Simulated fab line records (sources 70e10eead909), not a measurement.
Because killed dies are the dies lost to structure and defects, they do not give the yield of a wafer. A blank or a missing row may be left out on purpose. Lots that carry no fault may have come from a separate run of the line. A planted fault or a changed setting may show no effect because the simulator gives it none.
Matching of chambers | flow nand harc | NHARC_HYBRID_BOND_ACTIVATE_00 on rie diel-11: 4 sister chambers
The step chemistry N2, time 60 s. 8 wafers are shown with their chamber, then 9 later ones without.

== WAFERS PAIRED WITH THEIR CHAMBERS ==
wafer  | chamber | drypump motor current A (A) | oes product au (a.u.)
L649.1 | 1       | 5.0                         | 1.001
L651.4 | 2       | 5.9                         | 0.986
L652.2 | 3       | 6.2                         | 0.987
L652.5 | 1       | 5.0                         | 0.996
L650.6 | 3       | 6.2                         | 0.985
L653.2 | 2       | 5.8                         | 0.981
L653.3 | 0       | 6.4                         | 1.003
L653.5 | 0       | 6.4                         | 1.004

== WAFERS WITHOUT THEIR CHAMBER ==
wafer  | drypump motor current A (A) | oes product au (a.u.)
L658.3 | 6.2                         | 0.975
L658.5 | 5.0                         | 0.988
L658.6 | 5.9                         | 0.983
L661.1 | 5.8                         | 0.986
L661.3 | 6.2                         | 0.984
L661.4 | 5.0                         | 1.006
L663.4 | 6.2                         | 0.989
L663.5 | 6.4                         | 1.014
L663.6 | 6.2                         | 0.989

== THE CHAMBER EACH PASSED THROUGH ==
wafer  | from the rows above | in truth
L658.3 | 3                   | 3
L658.5 | 1                   | 1
L658.6 | 2                   | 2
L661.1 | 2                   | 2
L661.3 | 3                   | 3
L661.4 | 1                   | 1
L663.4 | 3                   | 3
L663.5 | 0                   | 0
L663.6 | 3                   | 3
Placed correctly: 9 of 9. Not placeable from these rows: 0. Wrongly placed: 0.
How it was worked out, from the rows above alone: a wafer's distance from a chamber is the root of the sum, over the readings, of the square of ((its reading less the chamber's mean) divided by the reading's scatter). The wafer belongs to the nearest chamber; if the next one is less than 2 further off, it can't be placed. Each chamber's mean is taken over the wafers shown for it. The scatter: take each reading less its chamber's mean, square it, sum over the shown wafers, divide by the number of wafers less the number of chambers, and take the root.
